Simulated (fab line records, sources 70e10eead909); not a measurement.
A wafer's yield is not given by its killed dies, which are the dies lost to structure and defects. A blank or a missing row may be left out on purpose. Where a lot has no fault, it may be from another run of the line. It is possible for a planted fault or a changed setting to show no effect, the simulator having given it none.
fab line records	flow nand-harc
record lots=24	wafers=72	last-day=33
route steps=1302 shown A_CONTACT@1024
lots that met no fault: from a run of the same line without faults
start-h: hours from the record's opening day to when the first of the lot's shown wafers began	wait-h: how many hours have passed since the lot's step before this one	" repeats the value in the row above	L1.1+2: a row that stands for several wafers	- no value, or no start given	* or withheld: withheld	< > ~ a bound
route shown NAME@n: NAME is a module with steps in the file, n the number in the route of the first one	usual: mean/standard deviation taken from wafers without a fault	same: alike in all rows	chamber/n: place in a boat	sites: the reading at each site	_std_site: standard deviation of those values	_edge_site: the outer-site mean with the inner-site mean subtracted	radius-mm: for every site, how far away it sits from the centre of the wafer	mask NAME#n: copy n	behind: the tool/chamber that last shaped the wafer	hold: cause of the lot's hold/its duration in hours/its outcome	device: which transistor (n, p or np) failed to switch	end of line: tests of these same wafers at the route's end	where a step has no rows: the recipe by itself	killed: dies that structure and defects cost at the first sort, which is not the same as the wafer's yield	map: shows each die of a wafer: x if killed, . if not, _ if none is there
set.NAME: the setting as run; set.NAME@STEP: as run at that earlier step	model.NAME: the simulator's own value behind a step, which no gauge read
the route's steps for a sample of lots (tables are steps, rows are wafers)
services: a tool's chamber out of use, with start hour (start-h, from the record's first day; less than 0 if before it), hours out, and reason
## steps
# step NHARC_A_CONTACT_ETCH_102
# recipe target-depth-a=1000	overetch-a=100	time-s=55	ion-energy-ev=100	cf4-flow-sccm=80	o2-flow-sccm=20	ar-flow-sccm=0	rf-w=300	bias-w=100	chemistry=CF4/O2
# usual chamber-pressure-mTorr=29.999/0.026	drypump-motor-current-A=5.8/0.55	o2-flow-sccm=20.00/0.058	oes-product-au=1.002/0.01	rf-vpp-V=197.4/1.7	showerhead-plenum-p-Torr=1.31/0.067	throttle-valve-pct=13.397/0.0094
lot.wafer	tool	chamber	start-h	wait-h	chamber-pressure-mTorr	drypump-motor-current-A	o2-flow-sccm	oes-product-au	rf-hours-counter-h	rf-vpp-V	showerhead-plenum-p-Torr	throttle-valve-pct
L074.2	rie-diel-11	0	495.64	0.1	29.984	5.3	19.96	1.005	14	198.8	1.41	13.385
L074.3	"	2	"	"	29.958	5.6	20.04	1.005	16	195.5	1.27	13.394
L074.5	"	1	"	"	29.982	6.4	20.02	1.017	-	198.6	1.36	13.380
L075.2	rie-diel-11	2	499.75	0.1	30.031	5.5	20.03	1.011	17	195.8	1.27	13.385
L075.3	"	3	"	"	29.969	6.3	20.14	1.006	16	198.9	1.37	13.394
L075.5	"	2	"	"	30.018	5.5	19.99	0.999	-	197.3	1.27	13.404
L076.3	rie-diel-13	3	508.66	0.1	29.988	5.2	20.04	1.010	25	196.3	1.27	13.409
L076.6	"	2	"	"	29.994	5.9	20.09	0.996	-	196.8	1.26	13.404
L076.5	"	3	"	"	30.006	5.2	20.00	1.011	-	196.8	1.27	13.400
L077.4	rie-diel-13	0	535.89	0.1	29.994	6.5	20.03	1.006	1	199.2	1.42	13.397
L077.2	"	1	"	"	29.979	5.1	19.99	0.993	1	195.8	1.25	13.394
L077.6	"	1	"	"	30.023	5.1	19.85	0.989	-	196.6	1.25	13.402
L079.2	rie-diel-13	3	536.67	0.1	30.035	5.2	20.02	1.005	2	197.1	1.27	13.418
L079.5	"	0	"	"	30.016	6.5	19.99	1.003	-	199.4	1.42	13.375
L079.6	"	1	"	"	29.978	5.1	20.00	0.993	-	195.9	1.25	13.400
L078.3	rie-diel-13	2	544.15	0.1	29.964	5.9	20.05	1.000	4	195.9	1.26	13.406
L078.4	"	1	"	"	30.012	5.1	20.08	0.987	3	196.7	1.25	13.386
L078.5	"	3	"	"	29.959	5.2	20.00	1.010	-	197.7	1.27	13.405
L080.4	rie-diel-13	0	555.93	0.1	30.013	6.5	20.01	0.998	5	199.1	1.41	13.405
L080.3	"	2	"	"	29.994	5.9	19.95	0.998	6	195.7	1.26	13.386
L080.6	"	3	"	"	30.043	5.2	19.97	1.003	-	196.1	1.27	13.407
L082.4	rie-diel-13	3	577.89	0.1	30.038	5.2	20.02	1.000	9	195.7	1.27	13.387
L082.2	"	0	"	"	29.977	6.5	20.02	1.004	9	198.5	1.41	13.387
L082.5	"	1	"	"	29.985	5.1	19.88	0.995	-	196.2	1.25	13.393
L081.2	rie-diel-13	1	578.18	0.1	29.999	5.2	19.94	0.993	9	196.3	1.25	13.387
L081.4	"	0	"	"	29.968	6.5	20.03	1.003	9	199.2	1.41	13.399
L081.6	"	1	"	"	30.018	5.1	20.03	0.994	-	196.1	1.25	13.399
L083.3	rie-diel-13	0	584.79	0.1	29.995	6.5	20.03	1.008	10	199.8	1.41	13.389
L083.4	"	2	"	"	29.983	5.9	20.11	1.005	10	196.9	1.26	13.399
L083.2	"	3	"	"	30.061	5.1	20.10	1.003	10	197.0	1.27	13.393
L084.3	rie-diel-10	1	585.29	0.1	30.015	6.1	20.03	1.005	55	197.3	1.29	13.405
L084.6	"	3	"	"	29.998	6.1	20.09	1.019	-	197.4	1.34	13.399
L084.4	"	1	"	"	29.961	6.1	20.00	0.990	-	196.8	1.29	13.392
L085.2	rie-diel-13	2	610.47	0.1	29.995	5.9	19.95	1.001	17	197.3	1.26	13.413
L085.3	"	3	"	"	29.988	5.1	20.04	0.992	16	195.0	1.26	13.394
L085.5	"	1	"	"	30.001	5.1	20.03	1.000	-	196.2	1.24	13.395
L086.4	rie-diel-13	1	613.62	0.1	30.003	5.1	19.94	0.986	17	195.9	1.24	13.403
L086.6	"	2	"	"	30.025	5.8	20.10	1.003	-	196.1	1.26	13.394
L086.5	"	3	"	"	29.981	5.1	20.00	1.003	-	197.3	1.26	13.406
L088.3	rie-diel-11	3	630.69	0.0	30.006	6.3	19.93	1.013	2	198.1	1.36	13.413
L088.2	"	1	"	"	29.974	6.4	19.92	1.018	3	198.4	1.35	13.388
L088.6	"	3	"	"	29.998	6.3	19.95	1.013	-	199.9	1.36	13.404
L087.3	rie-diel-13	1	631.30	0.1	30.015	5.2	19.99	0.992	19	196.4	1.24	13.401
L087.4	"	2	"	"	29.964	5.9	20.00	0.992	21	197.4	1.26	13.405
L087.6	"	0	"	"	30.077	6.5	20.01	0.996	-	199.2	1.41	13.405
L089.4	rie-diel-13	0	633.29	0.1	30.001	6.5	19.92	1.007	19	200.4	1.41	13.379
L089.3	"	2	"	"	30.000	5.9	19.94	0.992	21	196.2	1.26	13.399
L089.2	"	3	"	"	30.043	5.2	20.01	1.008	20	197.0	1.26	13.385
L090.6	rie-diel-13	0	656.51	0.1	29.956	6.5	19.98	0.997	-	199.6	1.41	13.402
L090.4	"	1	"	"	30.016	5.2	19.99	0.995	-	195.6	1.24	13.395
L090.5	"	3	"	"	30.020	5.1	19.99	0.994	-	198.3	1.26	13.399
L091.3	rie-diel-13	0	657.73	0.1	29.974	6.5	20.07	0.996	24	200.2	1.41	13.383
L091.5	"	3	"	"	30.007	5.1	19.89	0.997	-	196.2	1.26	13.399
L091.4	"	0	"	"	29.986	6.5	20.15	1.002	-	198.6	1.41	13.405
L093.1	rie-diel-10	1	674.86	0.0	30.025	6.1	19.98	0.992	22	195.5	1.28	13.405
L093.6	"	1	"	"	30.020	6.1	19.98	1.001	-	195.4	1.28	13.391
L093.5	"	2	"	"	30.020	5.5	20.00	1.003	-	200.8	1.43	13.411
L092.3	rie-diel-13	1	676.34	0.1	30.020	5.1	19.93	0.994	24	194.2	1.24	13.410
L092.5	"	3	"	"	29.965	5.1	19.90	0.995	-	194.8	1.26	13.395
L092.4	"	0	"	"	30.028	6.5	19.98	1.007	-	200.6	1.41	13.381
L094.1	rie-diel-10	3	687.34	0.1	30.078	6.1	19.99	1.008	24	197.2	1.33	13.397
L094.3	"	1	"	"	29.975	6.2	20.12	0.996	25	197.6	1.28	13.390
L094.6	"	3	"	"	29.996	6.2	19.97	1.006	-	197.8	1.33	13.385
L095.4	rie-diel-11	3	703.35	0.1	29.998	6.3	19.98	1.013	30	199.1	1.35	13.407
L095.1	"	0	"	"	30.004	5.3	19.93	1.027	30	200.3	1.40	13.386
L095.5	"	2	"	"	29.969	5.5	19.95	1.018	-	197.1	1.26	13.412
L097.3	rie-diel-10	0	709.86	0.0	29.979	6.3	19.89	0.997	35	197.6	1.30	13.378
L097.1	"	3	"	"	30.022	6.1	20.03	1.005	32	196.7	1.33	13.389
L097.5	"	1	"	"	29.997	6.1	19.97	0.993	-	195.6	1.28	13.393
L096.4	rie-diel-10	3	711.17	0.1	30.020	6.2	19.94	1.006	32	197.4	1.33	13.402
L096.2	"	0	"	"	29.965	6.3	20.02	1.007	35	196.9	1.30	13.407
L096.5	"	3	"	"	29.973	6.1	19.95	1.010	-	197.4	1.33	13.404
# step NHARC_A_CONTACT_CD_MEAS_69
# recipe target-cd-nm=300	landing-energy-ev=500
# usual cd-nm=299.8/0.66
lot.wafer	tool	chamber	start-h	wait-h	cd-nm
L074.2	cd-sem-01	0	501.74	-	300.0
L074.3	"	0	"	"	299.4
L074.5	"	0	"	"	299.8
L075.2	cd-sem-03	0	505.05	-	299.5
L075.3	"	0	"	"	300.1
L075.5	"	0	"	"	300.2
L076.3	cd-sem-02	0	513.25	-	299.7
L076.5	"	0	"	"	300.2
L076.6	"	0	"	"	300.2
L077.2	cd-sem-02	0	541.65	-	299.7
L077.4	"	0	"	"	300.7
L077.6	"	0	"	"	299.4
L079.2	cd-sem-01	0	542.72	-	300.6
L079.5	"	0	"	"	301.2
L079.6	"	0	"	"	299.9
L078.3	cd-sem-02	0	548.86	-	300.2
L078.4	"	0	"	"	299.3
L078.5	"	0	"	"	299.4
L080.3	cd-sem-03	0	562.92	-	299.5
L080.4	"	0	"	"	300.4
L080.6	"	0	"	"	299.4
L082.2	cd-sem-01	0	584.31	-	299.0
L082.4	"	0	"	"	300.2
L082.5	"	0	"	"	299.7
L081.2	cd-sem-03	0	586.31	-	301.3
L081.4	"	0	"	"	302.5
L081.6	"	0	"	"	300.3
L083.2	cd-sem-01	0	589.47	-	298.9
L083.3	"	0	"	"	299.8
L083.4	"	0	"	"	299.4
L084.3	cd-sem-03	0	589.98	-	298.2
L084.4	"	0	"	"	298.8
L084.6	"	0	"	"	298.3
L085.2	cd-sem-03	0	617.13	-	299.4
L085.3	"	0	"	"	300.2
L085.5	"	0	"	"	300.0
L086.4	cd-sem-02	0	619.27	-	301.3
L086.5	"	0	"	"	299.5
L086.6	"	0	"	"	299.4
L088.2	cd-sem-02	0	635.31	-	299.5
L088.3	"	0	"	"	299.9
L088.6	"	0	"	"	300.0
L087.3	cd-sem-03	0	636.03	-	299.8
L087.4	"	0	"	"	299.9
L087.6	"	0	"	"	300.7
L089.2	cd-sem-03	0	638.57	-	300.0
L089.3	"	0	"	"	298.8
L089.4	"	0	"	"	299.3
L090.4	cd-sem-02	0	661.19	-	300.3
L090.5	"	0	"	"	301.0
L090.6	"	0	"	"	301.3
L091.3	cd-sem-03	0	662.68	-	299.0
L091.4	"	0	"	"	299.6
L091.5	"	0	"	"	299.5
L093.1	cd-sem-03	0	679.52	-	299.6
L093.5	"	0	"	"	299.8
L093.6	"	0	"	"	299.6
L092.3	cd-sem-03	0	681.92	-	300.5
L092.4	"	0	"	"	299.6
L092.5	"	0	"	"	300.1
L094.1	cd-sem-02	0	693.31	-	299.8
L094.3	"	0	"	"	299.5
L094.6	"	0	"	"	300.1
L095.1	cd-sem-01	0	707.96	-	299.4
L095.4	"	0	"	"	299.7
L095.5	"	0	"	"	299.0
L097.1	cd-sem-03	0	714.49	-	299.6
L097.3	"	0	"	"	299.7
L097.5	"	0	"	"	300.3
L096.2	cd-sem-03	0	716.80	-	299.3
L096.4	"	0	"	"	299.1
L096.5	"	0	"	"	298.8
# step NHARC_A_CONTACT_INSPECT_71
# usual raw-defect-count=82/37
lot.wafer	tool	chamber	start-h	wait-h	raw-defect-count
L074.2	defect-inspect-01	-	501.86	0.0	19
L074.3	"	-	"	"	15
L074.5	"	-	"	"	12
L075.2	defect-inspect-01	-	505.17	0.0	49
L075.3	"	-	"	"	54
L075.5	"	-	"	"	61
L076.3	defect-inspect-01	-	513.37	0.0	157
L076.5	"	-	"	"	153
L076.6	"	-	"	"	153
L077.2	defect-inspect-01	-	541.77	0.0	52
L077.4	"	-	"	"	60
L077.6	"	-	"	"	59
L079.2	defect-inspect-02	-	542.85	0.0	67
L079.5	"	-	"	"	56
L079.6	"	-	"	"	70
L078.3	defect-inspect-02	-	548.98	0.0	143
L078.4	"	-	"	"	142
L078.5	"	-	"	"	154
L080.3	defect-inspect-01	-	563.04	0.0	26
L080.4	"	-	"	"	37
L080.6	"	-	"	"	20
L082.2	defect-inspect-01	-	584.43	0.0	109
L082.4	"	-	"	"	119
L082.5	"	-	"	"	127
L081.2	defect-inspect-01	-	586.43	0.0	84
L081.4	"	-	"	"	97
L081.6	"	-	"	"	82
L083.2	defect-inspect-01	-	589.59	0.0	80
L083.3	"	-	"	"	90
L083.4	"	-	"	"	79
L084.3	defect-inspect-02	-	590.10	0.0	78
L084.4	"	-	"	"	78
L084.6	"	-	"	"	87
L085.2	defect-inspect-02	-	617.25	0.0	91
L085.3	"	-	"	"	77
L085.5	"	-	"	"	83
L086.4	defect-inspect-02	-	619.39	0.0	150
L086.5	"	-	"	"	112
L086.6	"	-	"	"	127
L088.2	defect-inspect-02	-	635.43	0.0	85
L088.3	"	-	"	"	49
L088.6	"	-	"	"	82
L087.3	defect-inspect-02	-	636.15	0.0	83
L087.4	"	-	"	"	97
L087.6	"	-	"	"	78
L089.2	defect-inspect-01	-	638.69	0.0	110
L089.3	"	-	"	"	135
L089.4	"	-	"	"	146
L090.4	defect-inspect-01	-	661.31	0.0	66
L090.5	"	-	"	"	47
L090.6	"	-	"	"	43
L091.3	defect-inspect-01	-	662.80	0.0	107
L091.4	"	-	"	"	106
L091.5	"	-	"	"	114
L093.1	defect-inspect-02	-	679.65	0.0	113
L093.5	"	-	"	"	122
L093.6	"	-	"	"	109
L092.3	defect-inspect-02	-	682.04	0.0	64
L092.4	"	-	"	"	73
L092.5	"	-	"	"	48
L094.1	defect-inspect-01	-	693.43	0.0	56
L094.3	"	-	"	"	71
L094.6	"	-	"	"	58
L095.1	defect-inspect-01	-	708.08	0.0	19
L095.4	"	-	"	"	23
L095.5	"	-	"	"	13
L097.1	defect-inspect-02	-	714.62	0.0	88
L097.3	"	-	"	"	71
L097.5	"	-	"	"	79
L096.2	defect-inspect-02	-	716.93	0.0	97
L096.4	"	-	"	"	99
L096.5	"	-	"	"	106
# step NHARC_A_CONTACT_ETCH_75
# recipe target-depth-a=390	over-etch-frac=0.3	time-s=65	ion-energy-ev=80	cf4-flow-sccm=150	ar-flow-sccm=0	rf-w=300	bias-w=100	chemistry=CF4
# usual chamber-pressure-mTorr=50.00/0.047	drypump-motor-current-A=5.8/0.49	oes-product-au=1.001/0.011	rf-vpp-V=150.9/1.3	showerhead-plenum-p-Torr=1.74/0.082	throttle-valve-pct=13.284/0.0096
# same over-etch-frac=0.3
lot.wafer	tool	chamber	start-h	wait-h	chamber-pressure-mTorr	drypump-motor-current-A	oes-product-au	rf-hours-counter-h	rf-vpp-V	showerhead-plenum-p-Torr	throttle-valve-pct
L074.2	rie-diel-13	0	502.01	0.1	49.97	6.5	0.991	26	153.8	1.87	13.283
L074.3	"	2	"	"	50.03	5.9	1.004	25	149.6	1.68	13.285
L074.5	"	0	"	"	50.00	6.5	0.996	-	152.5	1.87	13.270
L075.3	rie-diel-10	2	505.32	0.1	50.02	5.5	1.026	21	152.0	1.90	13.280
L075.2	"	1	"	"	49.99	6.1	0.992	24	151.4	1.72	13.273
L075.5	"	3	"	"	50.04	6.1	1.008	-	151.4	1.78	13.270
L076.3	rie-diel-10	1	513.53	0.1	49.96	6.1	1.002	27	150.1	1.72	13.299
L076.5	"	0	"	"	50.07	6.3	1.014	-	152.1	1.74	13.292
L076.6	"	1	"	"	50.04	6.1	1.001	-	151.5	1.72	13.294
L077.2	rie-diel-13	1	541.93	0.1	49.99	5.2	0.990	2	149.8	1.66	13.307
L077.4	"	0	"	"	50.04	6.5	0.996	2	152.1	1.87	13.303
L077.6	"	2	"	"	50.04	5.9	1.004	-	149.8	1.68	13.284
L079.2	rie-diel-10	1	543.10	0.2	50.01	6.1	1.001	38	150.1	1.71	13.273
L079.5	"	2	"	"	50.05	5.5	1.022	-	153.1	1.90	13.285
L079.6	"	3	"	"	49.95	6.2	1.013	-	151.6	1.78	13.289
L078.4	rie-diel-13	2	549.13	0.1	50.11	5.9	0.993	4	149.2	1.68	13.288
L078.3	"	0	"	"	49.95	6.5	0.996	3	153.0	1.87	13.287
L078.5	"	2	"	"	49.92	5.9	0.992	-	149.4	1.68	13.288
L080.4	rie-diel-13	1	563.18	0.1	50.00	5.2	0.978	6	149.7	1.66	13.280
L080.3	"	3	"	"	49.97	5.2	0.995	7	150.7	1.68	13.272
L080.6	"	1	"	"	49.95	5.1	0.986	-	149.6	1.66	13.285
L082.4	rie-diel-11	0	584.58	0.1	50.05	5.3	1.007	45	151.7	1.86	13.275
L082.2	"	2	"	"	50.05	5.5	0.991	41	150.9	1.69	13.296
L082.5	"	0	"	"	49.92	5.3	1.004	-	152.5	1.86	13.288
L081.2	rie-diel-13	2	586.58	0.1	50.03	5.9	0.997	10	149.2	1.68	13.271
L081.4	"	0	"	"	49.98	6.5	1.001	10	151.8	1.87	13.284
L081.6	"	3	"	"	49.95	5.2	1.006	-	150.2	1.68	13.284
L083.3	rie-diel-13	0	589.74	0.1	49.94	6.5	1.006	11	153.2	1.87	13.274
L083.4	"	1	"	"	50.01	5.2	0.992	11	150.1	1.66	13.291
L083.2	"	2	"	"	49.93	5.9	0.992	11	148.9	1.68	13.289
L084.3	rie-diel-10	0	590.25	0.1	49.96	6.3	1.002	52	151.4	1.73	13.286
L084.4	"	2	"	"	49.99	5.6	1.014	50	152.2	1.89	13.291
L084.6	"	0	"	"	50.06	6.3	1.016	-	151.3	1.73	13.272
L085.3	rie-diel-13	0	617.41	0.1	50.09	6.5	1.012	16	153.2	1.87	13.286
L085.2	"	1	"	"	49.97	5.2	0.999	17	149.3	1.65	13.275
L085.5	"	2	"	"	50.02	5.8	0.997	-	150.3	1.67	13.292
L086.4	rie-diel-10	2	619.55	0.1	49.90	5.5	1.025	1	152.9	1.89	13.270
L086.5	"	3	"	"	49.97	6.2	1.004	-	150.0	1.77	13.293
L086.6	"	0	"	"	49.91	6.3	1.013	-	152.9	1.73	13.283
L088.2	rie-diel-13	0	635.59	0.1	50.02	6.5	0.998	19	151.7	1.86	13.280
L088.3	"	1	"	"	50.02	5.2	0.997	20	151.3	1.65	13.288
L088.6	"	2	"	"	49.97	5.9	0.998	-	149.0	1.67	13.285
L087.4	rie-diel-10	2	636.30	0.1	50.07	5.5	1.016	2	150.8	1.89	13.286
L087.3	"	0	"	"	50.00	6.3	1.004	8	151.3	1.73	13.295
L087.6	"	2	"	"	49.95	5.5	1.013	-	152.5	1.89	13.286
L089.3	rie-diel-13	3	638.84	0.1	50.09	5.2	1.004	21	150.5	1.68	13.284
L089.2	"	0	"	"	50.02	6.5	0.995	20	152.4	1.86	13.288
L089.4	"	1	"	"	50.02	5.1	0.994	20	150.5	1.65	13.276
L090.4	rie-diel-11	2	661.51	0.1	49.94	5.5	1.023	14	150.9	1.68	13.267
L090.5	"	1	"	"	49.99	6.4	1.000	-	152.0	1.78	13.271
L090.6	"	2	"	"	50.00	5.5	1.022	-	148.9	1.68	13.281
L091.4	rie-diel-10	0	662.95	0.1	50.06	6.3	1.006	18	150.8	1.73	13.288
L091.3	"	3	"	"	50.00	6.1	1.013	16	150.2	1.77	13.264
L091.5	"	0	"	"	49.93	6.3	0.991	-	150.7	1.73	13.271
L093.1	rie-diel-13	3	679.80	0.1	49.98	5.1	0.994	27	150.1	1.68	13.280
L093.6	"	2	"	"	50.12	5.9	0.974	-	151.0	1.67	13.288
L093.5	"	3	"	"	49.99	5.1	1.007	-	149.4	1.68	13.281
L092.4	rie-diel-10	0	682.18	0.1	49.93	6.2	1.000	23	152.2	1.73	13.289
L092.3	"	1	"	"	50.05	6.1	1.001	23	150.4	1.70	13.281
L092.5	"	0	"	"	50.02	6.2	1.004	-	150.1	1.73	13.277
L094.3	rie-diel-13	1	693.59	0.1	49.99	5.2	0.989	26	148.7	1.65	13.287
L094.1	"	3	"	"	49.95	5.2	0.996	29	151.0	1.68	13.296
L094.6	"	0	"	"	50.03	6.5	0.998	-	151.4	1.86	13.299
L095.1	rie-diel-13	3	708.24	0.1	50.03	5.2	0.994	0	151.1	1.68	13.302
L095.4	"	0	"	"	49.95	6.5	0.996	0	151.6	1.86	13.283
L095.5	"	1	"	"	49.98	5.2	0.986	-	149.4	1.65	13.266
L097.3	rie-diel-11	3	714.78	0.1	49.93	6.3	1.014	37	151.2	1.79	13.296
L097.1	"	2	"	"	50.05	5.6	1.016	38	149.6	1.67	13.278
L097.5	"	2	"	"	49.95	5.5	1.020	-	149.4	1.67	13.284
L096.2	rie-diel-13	0	717.07	0.1	49.95	6.5	1.005	3	152.8	1.86	13.291
L096.4	"	1	"	"	49.99	5.1	0.990	3	148.8	1.65	13.295
L096.5	"	0	"	"	49.99	6.5	1.006	-	152.3	1.86	13.299
# step NHARC_A_CONTACT_ETCH_128
# recipe source-w=withheld	pressure-mtorr=20	bias-v=3000	time-s=197	target-depth-a=19180	ar-flow-sccm=withheld	c4f8-flow-sccm=withheld	o2-flow-sccm=withheld	chemistry=C4F8/O2/Ar
# usual chamber-pressure-mTorr=19.999/0.021
lot.wafer	tool	chamber	start-h	wait-h	chamber-pressure-mTorr	rf-hours-counter-h
L074.2	har-cap-etch-02	0	504.50	0.1	20.002	80
L074.3	"	0	"	"	20.000	-
L074.5	"	0	"	"	20.006	-
L075.2	har-cap-etch-02	0	507.50	0.1	19.979	81
L075.3	"	0	"	"	20.006	-
L075.5	"	0	"	"	20.001	-
L076.3	har-cap-etch-02	0	515.76	0.1	19.994	-
L076.6	"	0	"	"	19.985	-
L076.5	"	1	"	"	19.978	-
L077.2	har-cap-etch-02	1	544.12	0.1	20.008	89
L077.4	"	1	"	"	19.987	-
L077.6	"	1	"	"	19.988	-
L079.2	har-cap-etch-03	1	546.25	0.2	20.027	48
L079.6	"	1	"	"	20.017	-
L079.5	"	0	"	"	19.994	-
L078.4	har-cap-etch-01	0	551.63	0.2	20.015	-
L078.3	"	1	"	"	20.016	-
L078.5	"	1	"	"	20.006	-
L080.4	har-cap-etch-03	0	565.43	0.1	20.019	-
L080.3	"	1	"	"	19.993	-
L080.6	"	1	"	"	19.994	-
L082.2	har-cap-etch-02	0	586.80	0.1	19.986	95
L082.4	"	1	"	"	20.005	-
L082.5	"	0	"	"	19.982	-
L081.2	har-cap-etch-01	0	588.76	0.1	20.018	11
L081.4	"	1	"	"	19.972	-
L081.6	"	1	"	"	19.989	-
L083.2	har-cap-etch-03	0	591.93	0.1	19.988	58
L083.3	"	0	"	"	20.003	-
L083.4	"	1	"	"	20.028	-
L084.3	har-cap-etch-02	1	592.48	0.1	19.995	-
L084.4	"	0	"	"	20.023	-
L084.6	"	1	"	"	20.000	-
L085.2	har-cap-etch-01	0	619.59	0.1	19.969	15
L085.3	"	1	"	"	19.987	-
L085.5	"	1	"	"	19.976	-
L086.4	har-cap-etch-03	1	622.09	0.2	19.998	-
L086.5	"	0	"	"	20.005	-
L086.6	"	1	"	"	19.999	-
L088.2	har-cap-etch-01	0	637.79	0.1	19.995	20
L088.3	"	1	"	"	19.976	-
L088.6	"	0	"	"	19.989	-
L087.4	har-cap-etch-03	1	638.63	0.1	20.012	-
L087.3	"	0	"	"	19.998	-
L087.6	"	0	"	"	19.997	-
L089.2	har-cap-etch-02	1	641.06	0.1	20.006	107
L089.4	"	0	"	"	20.014	-
L089.3	"	1	"	"	19.981	-
L090.4	har-cap-etch-02	0	663.74	0.1	20.016	-
L090.6	"	0	"	"	19.981	-
L090.5	"	1	"	"	19.981	-
L091.3	har-cap-etch-01	1	665.20	0.1	19.990	-
L091.4	"	0	"	"	19.985	-
L091.5	"	1	"	"	19.987	-
L093.1	har-cap-etch-03	1	681.99	0.1	20.012	76
L093.6	"	1	"	"	20.021	-
L093.5	"	0	"	"	20.016	-
L092.4	har-cap-etch-02	0	684.50	0.1	19.969	-
L092.3	"	1	"	"	19.969	-
L092.5	"	1	"	"	20.009	-
L094.1	har-cap-etch-01	1	695.77	0.1	20.002	31
L094.3	"	1	"	"	20.038	-
L094.6	"	0	"	"	20.011	-
L095.1	har-cap-etch-02	1	710.70	0.2	19.996	119
L095.4	"	1	"	"	20.037	-
L095.5	"	1	"	"	19.988	-
L097.1	har-cap-etch-02	1	717.53	0.2	19.988	121
L097.3	"	0	"	"	20.007	-
L097.5	"	1	"	"	20.002	-
L096.2	har-cap-etch-03	0	719.24	0.1	20.002	84
L096.4	"	1	"	"	20.002	-
L096.5	"	1	"	"	20.005	-
# step NHARC_A_CONTACT_CD_MEAS_08
# recipe target-cd-nm=200	landing-energy-ev=500
# usual cd-nm=200.0/0.57
lot.wafer	tool	chamber	start-h	wait-h	cd-nm
L074.2	cd-sem-02	0	509.76	-	200.4
L074.3	"	0	"	"	200.6
L074.5	"	0	"	"	200.8
L075.2	cd-sem-03	0	512.68	-	200.3
L075.3	"	0	"	"	199.6
L075.5	"	0	"	"	199.8
L076.3	cd-sem-01	0	521.23	-	200.3
L076.5	"	0	"	"	200.3
L076.6	"	0	"	"	199.5
L077.2	cd-sem-03	0	550.36	-	200.5
L077.4	"	0	"	"	200.5
L077.6	"	0	"	"	199.7
L079.2	cd-sem-01	0	553.71	-	199.4
L079.5	"	0	"	"	199.6
L079.6	"	0	"	"	200.2
L078.3	cd-sem-03	0	559.03	-	199.6
L078.4	"	0	"	"	199.5
L078.5	"	0	"	"	200.0
L080.3	cd-sem-02	0	571.65	-	199.6
L080.4	"	0	"	"	199.0
L080.6	"	0	"	"	199.3
L082.2	cd-sem-03	0	593.35	-	199.2
L082.4	"	0	"	"	200.1
L082.5	"	0	"	"	200.1
L081.2	cd-sem-03	0	594.85	-	200.5
L081.4	"	0	"	"	200.1
L081.6	"	0	"	"	200.1
L084.3	cd-sem-01	0	598.95	-	200.9
L084.4	"	0	"	"	200.2
L084.6	"	0	"	"	201.0
L083.2	cd-sem-03	0	600.32	-	200.7
L083.3	"	0	"	"	201.3
L083.4	"	0	"	"	201.1
L085.2	cd-sem-03	0	626.58	-	199.7
L085.3	"	0	"	"	200.5
L085.5	"	0	"	"	200.3
L086.4	cd-sem-02	0	628.13	-	201.1
L086.5	"	0	"	"	200.4
L086.6	"	0	"	"	200.6
L088.2	cd-sem-03	0	643.38	-	199.7
L088.3	"	0	"	"	199.7
L088.6	"	0	"	"	199.0
L087.3	cd-sem-02	0	645.05	-	200.6
L087.4	"	0	"	"	200.4
L087.6	"	0	"	"	200.5
L089.2	cd-sem-02	0	646.33	-	200.5
L089.3	"	0	"	"	200.1
L089.4	"	0	"	"	199.5
L090.4	cd-sem-02	0	670.77	-	200.6
L090.5	"	0	"	"	199.5
L090.6	"	0	"	"	200.9
L091.3	cd-sem-02	0	675.04	-	199.0
L091.4	"	0	"	"	198.8
L091.5	"	0	"	"	199.1
L093.1	cd-sem-01	0	687.13	-	200.7
L093.5	"	0	"	"	200.3
L093.6	"	0	"	"	199.9
L092.3	cd-sem-02	0	690.67	-	200.6
L092.4	"	0	"	"	200.4
L092.5	"	0	"	"	199.7
L094.1	cd-sem-03	0	701.32	-	199.0
L094.3	"	0	"	"	199.7
L094.6	"	0	"	"	198.3
L095.1	cd-sem-02	0	717.75	-	200.9
L095.4	"	0	"	"	199.5
L095.5	"	0	"	"	200.2
L097.1	cd-sem-03	0	723.72	-	199.7
L097.3	"	0	"	"	200.1
L097.5	"	0	"	"	199.4
L096.2	cd-sem-02	0	729.40	-	199.7
L096.4	"	0	"	"	199.9
L096.5	"	0	"	"	201.1
## services
tool	chamber	start-h	hours	kind
rie-diel-13	0	474.64	-	clean
rie-diel-13	1	474.64	-	clean
rie-diel-13	2	474.64	-	clean
rie-diel-13	3	474.64	-	clean
har-cap-etch-01	-	498.78	17.0	pm
rie-diel-13	0	499.69	-	clean
rie-diel-13	1	499.69	-	clean
rie-diel-13	2	515.42	8.9	repair
rie-diel-13	-	519.50	9.0	pm
har-cap-etch-03	-	551.01	1.0	repair
rie-diel-13	0	581.21	2.0	repair
rie-diel-10	2	582.99	5.5	repair
rie-diel-10	-	602.53	9.0	pm
rie-diel-11	-	614.31	9.0	pm
rie-diel-10	2	621.33	14.7	repair
rie-diel-11	1	633.94	10.6	repair
rie-diel-13	2	656.08	23.4	repair
rie-diel-13	0	658.12	8.8	repair
rie-diel-13	-	661.48	13.2	repair
har-cap-etch-02	-	680.07	1.0	repair
rie-diel-13	-	681.11	1.4	repair
rie-diel-13	-	696.50	9.0	pm
rie-diel-11	0	711.30	6.6	repair
har-cap-etch-03	-	716.22	0.6	repair
## key
fault none
